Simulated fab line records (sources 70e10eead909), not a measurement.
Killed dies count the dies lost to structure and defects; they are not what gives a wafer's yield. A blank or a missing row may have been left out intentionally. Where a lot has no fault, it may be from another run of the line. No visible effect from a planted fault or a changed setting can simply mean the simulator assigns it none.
Which tool was responsible? + flow nand harc + 39 wafers from 13 lots sampled at 5 of the route's 1302 steps

== WHAT THE GAUGES SHOWED, per wafer ==
NHARC_A_ONON_D2_THK_MEAS_21: measures by ellipsometry. Usual: thk nm at 1000 nm, with a standard deviation of 9.
| lot  | measured     | on            | thk nm (nm)             | flag |
|------|--------------|---------------|-------------------------|------|
| L156 | day 13 07:39 | film metro-01 | 993 994 993             |      |
| L161 | day 14 17:35 | film metro-01 | 1014 1012 1012          |      |
| L162 | day 15 05:16 | film metro-02 | 1012 1011 1013          |      |
| L163 | day 15 15:51 | film metro-02 | 1004 1005 1005          |      |
| L164 | day 15 23:01 | film metro-02 | 992 991 992             |      |
| L165 | day 16 09:46 | film metro-02 | 1000 998 998            |      |
| L169 | day 18 05:47 | film metro-02 | 508 507 508 507 509 507 | OFF  |
| L171 | day 19 01:48 | film metro-01 | 503 503 503 502 503 502 | OFF  |
| L173 | day 19 13:20 | film metro-01 | 993 993 992             |      |
| L174 | day 20 20:05 | film metro-02 | 987 987 988             |      |
| L177 | day 22 00:22 | film metro-02 | 997 997 997             |      |
| L178 | day 22 08:01 | film metro-01 | 1013 1013 1011          |      |
| L179 | day 23 00:04 | film metro-01 | 984 985 984             |      |

NHARC_A_ONON_D2_INSPECT_32. Usual: raw defect count at 409, with a standard deviation of 130.
| lot  | measured     | on                | raw defect count | flag |
|------|--------------|-------------------|------------------|------|
| L156 | day 13 09:53 | defect inspect-01 | 570 458 280      |      |
| L161 | day 14 19:50 | defect inspect-01 | 499 365 266      |      |
| L162 | day 15 07:30 | defect inspect-01 | 490 458 597      |      |
| L163 | day 15 18:08 | defect inspect-02 | 494 450 369      |      |
| L164 | day 16 01:16 | defect inspect-02 | 392 441 386      |      |
| L165 | day 16 12:01 | defect inspect-02 | 304 459 656      |      |
| L173 | day 19 15:38 | defect inspect-02 | 194 426 229      |      |
| L174 | day 20 22:19 | defect inspect-02 | 458 255 388      |      |
| L177 | day 22 02:36 | defect inspect-01 | 560 312 324      |      |
| L178 | day 22 10:16 | defect inspect-01 | 457 435 438      |      |
| L179 | day 23 02:19 | defect inspect-01 | 316 353 228      |      |

== TOOL THAT RAN EACH LOT (tool first, then ch and the chambers of the sampled wafers, then the start) ==
| lot  | NHARC_A_CHANNEL_HOLE_D1_XSEM_31 | NHARC_A_ONON_D2_DEP_19           | NHARC_A_ONON_D2_DEP_33          |
|------|---------------------------------|----------------------------------|---------------------------------|
| L156 | xsem-01 ch 0, day 9 00:50       | pecvd onon-01 ch 0, day 13 07:12 | pecvd-04 ch 0,2, day 13 09:24   |
| L161 | xsem-01 ch 0, day 10 21:21      | pecvd onon-03 ch 0, day 14 17:04 | pecvd-02 ch 0,1, day 14 19:20   |
| L162 | xsem-01 ch 0, day 11 05:17      | pecvd onon-02 ch 0, day 15 04:49 | pecvd-01 ch 1,2, day 15 07:07   |
| L163 | xsem-02 ch 0, day 11 17:10      | pecvd onon-02 ch 0, day 15 15:24 | pecvd-04 ch 0,2, day 15 17:38   |
| L164 | xsem-01 ch 0, day 12 02:36      | pecvd onon-01 ch 0, day 15 22:31 | pecvd-01 ch 0,1, day 16 00:47   |
| L165 | xsem-02 ch 0, day 12 08:49      | pecvd onon-03 ch 0, day 16 09:18 | pecvd-02 ch 0,1,2, day 16 11:34 |
| L169 | xsem-02 ch 0, day 14 08:47      | pecvd onon-03 ch 0, day 18 05:23 | -                               |
| L171 | xsem-01 ch 0, day 15 05:38      | pecvd onon-03 ch 0, day 19 01:17 | -                               |
| L173 | xsem-01 ch 0, day 15 12:25      | pecvd onon-02 ch 0, day 19 12:57 | pecvd-02 ch 0,1,2, day 19 15:09 |
| L174 | xsem-02 ch 0, day 16 20:13      | pecvd onon-02 ch 0, day 20 19:44 | pecvd-01 ch 0,1,2, day 20 21:58 |
| L177 | xsem-02 ch 0, day 17 18:49      | pecvd onon-03 ch 0, day 21 23:55 | pecvd-02 ch 0,1,2, day 22 02:13 |
| L178 | xsem-01 ch 0, day 18 03:07      | pecvd onon-02 ch 0, day 22 07:34 | pecvd-04 ch 0,2, day 22 09:47   |
| L179 | xsem-01 ch 0, day 18 12:30      | pecvd onon-03 ch 0, day 22 23:34 | pecvd-01 ch 0,1,2, day 23 01:50 |
- NHARC_A_CHANNEL_HOLE_D1_XSEM_31
- NHARC_A_ONON_D2_DEP_19: target thk 1000 nm.
- NHARC_A_ONON_D2_DEP_33: deposits SiO2, target thk 200 nm.

== AS READ BY THE TOOLS THEMSELVES (means over the sampled wafers that have a number; for cases with no such wafer, the mark the record gives instead) ==
NHARC_A_CHANNEL_HOLE_D1_XSEM_31. Usual: bot cd nm 74.6 nm, standard deviation 1.1; bow nm 8.62 nm, standard deviation 0.24; tilt deg 0.08 degrees, standard deviation 0.045.
| lot  | tool    | bot cd nm (nm) | bow nm (nm) | tilt deg (degrees) | flag |
|------|---------|----------------|-------------|--------------------|------|
| L156 | xsem-01 | 73.8           | 8.16        | 0.05               |      |
| L161 | xsem-01 | 74.7           | 8.67        | 0.07               |      |
| L162 | xsem-01 | 75.0           | 9.10        | 0.11               |      |
| L163 | xsem-02 | 74.8           | 9.21        | 0.05               |      |
| L164 | xsem-01 | 75.2           | 8.41        | 0.08               |      |
| L165 | xsem-02 | 76.3           | 8.56        | 0.09               |      |
| L169 | xsem-02 | 74.5           | 8.75        | 0.11               |      |
| L171 | xsem-01 | 72.8           | 8.98        | 0.06               |      |
| L173 | xsem-01 | 75.2           | 8.76        | 0.11               |      |
| L174 | xsem-02 | 74.2           | 8.53        | 0.04               |      |
| L177 | xsem-02 | 76.2           | 8.63        | 0.01               |      |
| L178 | xsem-01 | 74.9           | 8.48        | 0.08               |      |
| L179 | xsem-01 | 76.0           | 8.69        | -0.03              |      |

NHARC_A_ONON_D2_DEP_19. Usual: n2 flow sccm 2750 sccm, standard deviation 7.8; nh3 flow sccm 499.6 sccm, standard deviation 1.4; sih4 flow sccm 210.0 sccm, standard deviation 0.53.
| lot  | tool          | n2 flow sccm (sccm) | nh3 flow sccm (sccm) | sih4 flow sccm (sccm) | flag |
|------|---------------|---------------------|----------------------|-----------------------|------|
| L156 | pecvd onon-01 | 2740                | 499.8                | 210.2                 |      |
| L161 | pecvd onon-03 | 2744                | 498.6                | 209.8                 |      |
| L162 | pecvd onon-02 | 2754                | 500.1                | 209.5                 |      |
| L163 | pecvd onon-02 | 2746                | 500.4                | 209.7                 |      |
| L164 | pecvd onon-01 | 2738                | 498.3                | 209.9                 |      |
| L165 | pecvd onon-03 | 2750                | 501.4                | 209.7                 |      |
| L169 | pecvd onon-03 | 2753                | 499.8                | 209.6                 |      |
| L171 | pecvd onon-03 | 2753                | 499.1                | 210.0                 |      |
| L173 | pecvd onon-02 | 2749                | 497.2                | 209.8                 |      |
| L174 | pecvd onon-02 | 2748                | 499.3                | 209.8                 |      |
| L177 | pecvd onon-03 | 2746                | 499.4                | 209.9                 |      |
| L178 | pecvd onon-02 | 2750                | 499.4                | 210.2                 |      |
| L179 | pecvd onon-03 | 2750                | 501.0                | 210.1                 |      |

NHARC_A_ONON_D2_DEP_33. Usual: heater power w 540 W, standard deviation 77; rf fwd power W 897.8 W, standard deviation 2.8; throttle valve pct 15.8 %, standard deviation 0.51.
| lot  | tool     | heater power w (W) | rf fwd power W (W) | throttle valve pct (%) | flag |
|------|----------|--------------------|--------------------|------------------------|------|
| L156 | pecvd-04 | 503                | 895.8              | 15.3                   |      |
| L161 | pecvd-02 | 550                | 896.5              | 15.5                   |      |
| L162 | pecvd-01 | 579                | 898.4              | 15.5                   |      |
| L163 | pecvd-04 | 503                | 895.4              | 15.6                   |      |
| L164 | pecvd-01 | 650                | 894.0              | 15.6                   |      |
| L165 | pecvd-02 | 550                | 897.5              | 16.1                   |      |
| L173 | pecvd-02 | 559                | 899.8              | 15.8                   |      |
| L174 | pecvd-01 | 610                | 897.4              | 15.9                   |      |
| L177 | pecvd-02 | 609                | 899.8              | 15.7                   |      |
| L178 | pecvd-04 | 496                | 898.8              | 15.5                   |      |
| L179 | pecvd-01 | 586                | 899.7              | 15.9                   |      |

== THE ANSWER, worked out from the rows above alone ==
Rule: lot off if the mean of its wafers having a number is beyond 3 standard deviations from the usual mean. Also off: a lot with no number at a reading for which 4 or more lots have one. The other lots that the step has rows for count as sound. First the gauges in route order, then the tools' own readings, where a lot's mean is used as printed above. At the first step where some lot is off, the reading lying furthest off is the one used; lots without a number count as furthest.
Off at NHARC_A_ONON_D2_THK_MEAS_21 (thk nm): L169, L171.
A tool fits if, at a process step before that reading, it ran every lot that is off, and no sound lot after the first of them. Gauges at NHARC_A_ONON_D2_THK_MEAS_21: tried the same way as those tools. None of those tried fits.

== WHAT WAS PUT IN BY THE SIMULATOR ==
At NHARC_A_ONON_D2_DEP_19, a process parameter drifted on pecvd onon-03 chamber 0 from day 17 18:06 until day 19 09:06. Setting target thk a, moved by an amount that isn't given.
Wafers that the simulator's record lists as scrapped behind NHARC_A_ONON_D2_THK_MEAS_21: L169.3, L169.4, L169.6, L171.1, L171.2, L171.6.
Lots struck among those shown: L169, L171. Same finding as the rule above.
